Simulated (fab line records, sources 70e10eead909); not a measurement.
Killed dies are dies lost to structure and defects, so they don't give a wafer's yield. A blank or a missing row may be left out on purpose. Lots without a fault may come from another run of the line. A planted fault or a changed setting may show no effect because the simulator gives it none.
fab line records | flow nand_harc
record lots=5 wafers=15 last_day=33
route steps=1302 shown P_ZERO_WELL@44
lots that met no fault: from a run of the same line without faults
start_h: hours from the record's first day to the start of the lot's first wafer shown | wait_h: hours since the lot's step before | " the same as in the row above | L1.1+2: a row that stands for several wafers | - no value, or no start given | * or withheld: withheld | < > ~ a bound
route shown NAME@n: a module of which the file shows steps, and the number in the route of the first | usual: mean/standard deviation of fault-free wafers | same: alike in all rows | chamber/n: place in a boat | sites: the reading at each site | _std_site: their standard deviation | _edge_site: outer sites' mean less inner sites' | radius_mm: how far each site lies from the wafer's centre | mask NAME#n: copy n | behind: the tool/chamber that last shaped the wafer | hold: why the lot was held/for how many hours/how that ended | device: the transistor (n, p or np) that didn't switch | end of line: the same wafers' tests at the end of the route | a step without rows: its recipe alone | killed: dies lost to structure and defects at the first sort, not the wafer's yield | map: a wafer's dies, x killed, . not, _ none there
set.NAME: the setting as run; set.NAME@STEP: as run at that earlier step | model.NAME: the simulator's own value behind a step, which no gauge read
lots at some steps of the route; a table a step, a row a wafer
services: from which hour (start_h, from the record's first day; less than 0 if before it) a tool's chamber was out of use, for how many hours, and why
## steps
# step NHARC_P_ZERO_WELL_CD_MEAS_37
# recipe target_cd_nm=720 landing_energy_ev=500
# usual cd_nm=721.1/2.8
# columns lot.wafer tool chamber start_h wait_h cd_nm
L947.1 cd_sem-03 0 34.12 - 721.2
L947.3 " 0 " " 722.7
L947.4 " 0 " " 721.7
L955.2 cd_sem-01 0 113.97 - 718.0
L955.3 " 0 " " 725.1
L955.5 " 0 " " 723.1
L960.2 cd_sem-01 0 164.12 - 722.4
L960.5 " 0 " " 723.0
L960.6 " 0 " " 721.7
L962.2 cd_sem-01 0 184.30 - 719.7
L962.4 " 0 " " 716.3
L962.5 " 0 " " 718.3
L968.1 cd_sem-02 0 246.42 - 718.9
L968.2 " 0 " " 724.1
L968.3 " 0 " " 722.7
# step NHARC_P_ZERO_WELL_HARDBAKE_38
# recipe temp_c=125 time_s=80
# step NHARC_P_ZERO_WELL_DESCUM_39
# recipe time_s=3 o2_flow_sccm=200 ar_flow_sccm=0 bias_power_w=0 chemistry=O2
# usual drypump_motor_current_A=5.6/0.45 oes_product_au=1.002/0.012 rf_vpp_V=57.7/0.86 showerhead_plenum_p_Torr=1.90/0.068 throttle_valve_pct=11.311/0.0098
# same bias_power_w=0
# columns lot.wafer tool chamber start_h wait_h drypump_motor_current_A oes_product_au rf_hours_counter_h rf_vpp_V showerhead_plenum_p_Torr throttle_valve_pct
L947.4 rie_diel-13 0 34.29 - 4.7 1.023 11 58.2 2.02 11.313
L947.1 " 1 " " 6.2 1.012 12 58.0 1.86 11.300
L947.3 " 3 " " 5.8 1.012 10 58.6 1.91 11.316
L955.3 rie_diel-12 2 114.14 - 5.1 1.013 3 56.8 1.96 11.314
L955.2 " 3 " " 6.1 1.011 4 58.7 1.97 11.319
L955.5 " 2 " " 5.1 1.014 - 57.9 1.96 11.307
L960.2 rie_diel-04 0 164.28 - 6.0 0.986 48 57.5 1.96 11.303
L960.5 " 0 " " 6.0 0.994 - 58.0 1.96 11.314
L960.6 " 1 " " 5.5 0.998 - 56.2 1.90 11.322
L962.2 rie_diel-12 2 185.05 - 5.1 0.990 30 57.6 1.95 11.304
L962.4 " 1 " " 5.4 1.012 26 58.0 1.78 11.306
L962.5 " 2 " " 5.1 0.998 - 57.9 1.95 11.319
L968.2 rie_diel-13 2 246.58 - 5.7 1.014 18 55.4 1.78 11.305
L968.1 " 0 " " 4.7 1.020 24 57.4 2.00 11.338
L968.3 " 1 " " 6.2 1.006 19 57.8 1.84 11.315
# step NHARC_P_ZERO_WELL_IMPLANT_40
# recipe energy_kev=300 dose_cm2=1e+13 tilt_deg=7
# step NHARC_P_ZERO_WELL_IMPLANT_59
# recipe energy_kev=120 dose_cm2=5e+12 tilt_deg=7
# step NHARC_P_ZERO_WELL_IMPLANT_60
# recipe energy_kev=30 dose_cm2=2e+12 tilt_deg=7
# step NHARC_P_ZERO_WELL_STRIP_41
# recipe time_s=840 temp_c=130 chemistry=SPM
# step NHARC_P_ZERO_WELL_DEHYDRATE_44
# recipe temp_c=150 time_s=120
# step NHARC_P_ZERO_WELL_HMDS_45
# recipe time_s=30
# step NHARC_P_ZERO_WELL_COAT_46
# recipe spin_rpm=withheld
# step NHARC_P_ZERO_WELL_SOFTBAKE_47
# recipe temp_c=122 time_s=95
# step NHARC_P_ZERO_WELL_EBR_48
# step NHARC_P_ZERO_WELL_EXPOSE_49
# recipe na=0.6 target_cd_nm=2000 dose_mj=22.64 mask_id=P_HVPW
# usual reticle_temp_C=23.00/0.11
# columns lot.wafer tool chamber start_h wait_h mask reticle_temp_C
L947.1 krf_scanner-01 0 35.61 - P_HVPW#0 22.97
L947.3 " 0 " " P_HVPW#0 22.96
L947.4 " 0 " " P_HVPW#0 22.91
L955.2 krf_scanner-02 0 115.45 - P_HVPW#0 22.98
L955.3 " 0 " " P_HVPW#0 23.12
L955.5 " 0 " " P_HVPW#0 23.14
L960.2 krf_scanner-01 0 165.63 - P_NWELL#0 23.10
L960.5 " 0 " " P_NWELL#0 23.20
L960.6 " 0 " " P_NWELL#0 23.09
L962.2 krf_scanner-03 0 186.25 - P_HVPW#0 22.85
L962.4 " 0 " " P_HVPW#0 23.03
L962.5 " 0 " " P_HVPW#0 23.07
L968.1 krf_scanner-02 0 247.91 - P_HVPW#0 23.25
L968.2 " 0 " " P_HVPW#0 23.03
L968.3 " 0 " " P_HVPW#0 23.10
# step NHARC_P_ZERO_WELL_PEB_50
# recipe peb_temp_c=118 peb_time_s=85
# step NHARC_P_ZERO_WELL_DEVELOP_51
# recipe time_s=70
# step NHARC_P_ZERO_WELL_CD_MEAS_52
# recipe target_cd_nm=2000 landing_energy_ev=500
# usual cd_nm=2000.7/3
# columns lot.wafer tool chamber start_h wait_h cd_nm
L947.1 cd_sem-01 0 35.76 - 1998.4
L947.3 " 0 " " 1999.7
L947.4 " 0 " " 1997.2
L955.2 cd_sem-01 0 115.61 - 2001.4
L955.3 " 0 " " 2002.1
L955.5 " 0 " " 2004.8
L960.2 cd_sem-02 0 165.78 - -
L960.5 " 0 " " -
L960.6 " 0 " " -
L962.2 cd_sem-02 0 186.41 - 1997.1
L962.4 " 0 " " 2001.1
L962.5 " 0 " " 2002.4
L968.1 cd_sem-02 0 248.07 - 2000.8
L968.2 " 0 " " 2003.1
L968.3 " 0 " " 2002.9
# step NHARC_P_ZERO_WELL_HARDBAKE_53
# recipe temp_c=125 time_s=80
## services
# columns tool chamber start_h hours kind
rie_diel-12 0 13.35 1.3 repair
krf_scanner-03 - 40.45 0.8 repair
rie_diel-13 - 46.06 1.0 repair
krf_scanner-01 - 49.94 0.4 repair
krf_scanner-01 - 50.39 0.6 repair
rie_diel-13 3 64.63 4.5 repair
krf_scanner-01 - 81.59 9.1 repair
rie_diel-12 2 87.29 2.9 repair
rie_diel-13 0 88.75 10.1 repair
rie_diel-12 - 91.51 9.0 pm
krf_scanner-02 - 95.98 2.4 repair
krf_scanner-02 - 100.46 4.0 pm
rie_diel-13 3 106.02 23.5 repair
krf_scanner-01 - 140.00 4.0 pm
rie_diel-12 - 149.48 1.0 repair
rie_diel-12 3 156.83 5.2 repair
rie_diel-13 3 157.57 14.4 repair
rie_diel-13 - 165.81 9.0 pm
rie_diel-12 - 182.88 0.6 repair
rie_diel-13 - 193.10 2.0 repair
rie_diel-13 1 219.09 2.7 repair
krf_scanner-01 - 231.85 0.8 repair
rie_diel-13 2 232.47 8.2 repair
rie_diel-12 3 247.09 7.3 repair
## key
first_sign step=NHARC_P_ZERO_WELL_EXPOSE_49 reading=mask direction=changed
effect step=NHARC_P_ZERO_WELL_CD_MEAS_52 reading=cd_nm direction=missing
met_at NHARC_P_ZERO_WELL_EXPOSE_49
struck_wafers L960.2,L960.5,L960.6
later_rows_left_out L960.2,L960.5,L960.6
sort_left_out L960.2,L960.5,L960.6
tester_left_out L960
onset_between 35.61 165.63
fault kind=wrong_mask tool=any chamber=- onset_h=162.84 steps=NHARC_P_ZERO_WELL_EXPOSE_49 aux_copy=P_NWELL#0 scope=struck_lots_only
# tester_left_out: of these lots the tester's yield and bins aren't shown, on N5 and GAA mostly nor the transistor test; their killed dies are dies lost to structure and defects alone, not to doping, threshold or leakage, so they don't give the yield
# sort_left_out: the simulated sort isn't trusted on such a fault, so these wafers' sort isn't shown, and their yield isn't known
# later_rows_left_out: the simulator's readings of these wafers behind a module that went badly wrong aren't trusted and aren't shown, but for the sort
